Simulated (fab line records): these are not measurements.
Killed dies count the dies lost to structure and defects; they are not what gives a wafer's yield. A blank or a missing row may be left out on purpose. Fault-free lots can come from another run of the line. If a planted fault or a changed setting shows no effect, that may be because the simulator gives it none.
Which tool is to blame? ; flow nand_harc ; 42 wafers from 14 lots sampled at 4 of the route's 1302 steps

## WHAT EACH GAUGE READ, for each wafer
NHARC_A_ONON_D1_THK_MEAS_11: measures by ellipsometry.
lot;measured;on;thk_nm (nm)
L944;day 7 00:04;film_metro-01;1001 1002 1000
L943;day 7 00:04;film_metro-02;993 993 992
L945;day 7 17:30;film_metro-01;1004 1005 1006
L946;day 7 17:30;film_metro-02;1014 1013 1013
L947;day 8 08:02;film_metro-01;993 993 993
L948;day 9 03:41;film_metro-01;984 985 986
L949;day 9 08:33;film_metro-01;1002 1002 1003
L950;day 10 02:50;film_metro-02;1005 1004 1004
L958;day 12 19:31;film_metro-01;1002 1002 1002
L959;day 13 14:18;film_metro-01;998 997 997
L962;day 14 13:41;film_metro-02;1006 1006 1004
L963;day 15 06:03;film_metro-01;998 998 999
L965;day 15 23:40;film_metro-01;995 996 994
L966;day 16 04:53;film_metro-01;1001 1002 1001

NHARC_A_ONON_D1_THK_MEAS_21: measures by ellipsometry.
lot;measured;on;thk_nm (nm)
L944;day 7 09:14;film_metro-01;999 1000 1000
L943;day 7 09:14;film_metro-02;1001 998 999
L945;day 8 02:22;film_metro-01;1009 1008 1008
L946;day 8 02:22;film_metro-02;1000 1000 999
L947;day 8 21:49;film_metro-02;993 992 993
L948;day 9 12:32;film_metro-02;1009 1011 1010
L949;day 9 17:16;film_metro-01;997 997 998
L950;day 10 11:42;film_metro-02;1005 1004 1004
L958;day 13 04:58;film_metro-01;1581 995 996
L959;day 14 00:17;film_metro-02;1597 1595 1010
L962;day 14 23:41;film_metro-01;999 998 995
L963;day 15 14:59;film_metro-01;1016 1013 1014
L965;day 16 09:05;film_metro-01;1010 1013 1011
L966;day 16 13:44;film_metro-01;999 998 998

## WHICH TOOL RAN EACH LOT (tool, then ch and the chambers of the sampled wafers, then the start)
lot;NHARC_A_ZERO_WELL_ETCH_13;NHARC_A_ONON_D1_DEP_19
L944;rie_si-03 ch 0,2,3, day 6 00:13;pecvd_onon-02 ch 0, day 7 08:44
L943;rie_si-04 ch 0,2,3, day 6 01:20;pecvd_onon-01 ch 0, day 7 08:50
L945;rie_si-04 ch 1,3, day 6 17:22;pecvd_onon-03 ch 0, day 8 01:51
L946;rie_si-03 ch 2,3, day 6 18:38;pecvd_onon-01 ch 0, day 8 01:58
L947;rie_si-01 ch 0,1,3, day 7 08:29;pecvd_onon-02 ch 0, day 8 21:17
L948;rie_si-04 ch 0,3, day 8 03:36;pecvd_onon-02 ch 0, day 9 12:01
L949;rie_si-04 ch 1,2,3, day 8 06:46;pecvd_onon-01 ch 0, day 9 16:52
L950;rie_si-03 ch 0,1, day 9 00:12;pecvd_onon-03 ch 0, day 10 11:11
L958;rie_si-04 ch 0,2,3, day 11 22:19;pecvd_onon-02 ch 0, day 13 04:27
L959;rie_si-03 ch 0,1,3, day 12 10:15;pecvd_onon-02 ch 0, day 13 23:46
L962;rie_si-04 ch 1,2,3, day 13 15:21;pecvd_onon-03 ch 0, day 14 23:13
L963;rie_si-01 ch 0,1,3, day 14 06:10;pecvd_onon-01 ch 0, day 15 14:29
L965;rie_si-03 ch 0,1,2, day 14 22:52;pecvd_onon-02 ch 0, day 16 08:34
L966;rie_si-01 ch 2,3, day 15 05:13;pecvd_onon-01 ch 0, day 16 13:14
- NHARC_A_ZERO_WELL_ETCH_13: etches the open film in HBr/Cl2, target depth 120 nm, time 40.1 s.
- NHARC_A_ONON_D1_DEP_19: target thk 1000 nm.

## AS READ BY THE TOOLS THEMSELVES (means over the sampled wafers that have a number; for cases with no such wafer, the mark the record gives instead)
NHARC_A_ZERO_WELL_ETCH_13.
lot;tool;drypump_motor_current_A (A);oes_product_au (a.u.);throttle_valve_pct (%)
L944;rie_si-03;5.9;0.997;26.397
L943;rie_si-04;5.3;0.991;26.402
L945;rie_si-04;5.8;0.997;26.408
L946;rie_si-03;5.8;1.001;26.405
L947;rie_si-01;5.3;1.002;26.404
L948;rie_si-04;5.5;1.006;26.410
L949;rie_si-04;5.5;0.998;26.404
L950;rie_si-03;5.8;0.991;26.411
L958;rie_si-04;5.3;1.004;26.410
L959;rie_si-03;5.9;0.990;26.415
L962;rie_si-04;5.5;0.997;26.408
L963;rie_si-01;5.3;0.997;26.408
L965;rie_si-03;5.8;0.995;26.400
L966;rie_si-01;5.2;0.999;26.399

## THE ANSWER, worked out from the rows above alone
Rule: usual is defined by the lots themselves. The widest of any qualifying gaps counts: lots, ordered by their means at a reading, are off when they make up no more than a third of the lots, leave a main group of 4 or more, and stand apart from it by 3 or more times the standard deviation of that group's means. The tables above print the reading to a certain number of digits; a main group whose means all agree to those digits is not used. A lot without any number at a reading at which 4 lots or more have one is off too. Any other lot the step has rows for is counted as sound. First the gauges in route order, then the tools' own readings, where a lot's mean is used as printed above. At the first step where some lot is off, the reading lying furthest off is the one used; lots without a number count as furthest.
Off: L958, L959 (NHARC_A_ONON_D1_THK_MEAS_21, thk_nm). Main group: mean 1003 nm, sd 6.5.
A tool fits if, at a process step before that reading, it ran every lot that is off, and no sound lot after the first of them. The gauges at NHARC_A_ONON_D1_THK_MEAS_21 are tried like those tools. None of those tried fits.

## WHAT THE SIMULATOR PUT IN
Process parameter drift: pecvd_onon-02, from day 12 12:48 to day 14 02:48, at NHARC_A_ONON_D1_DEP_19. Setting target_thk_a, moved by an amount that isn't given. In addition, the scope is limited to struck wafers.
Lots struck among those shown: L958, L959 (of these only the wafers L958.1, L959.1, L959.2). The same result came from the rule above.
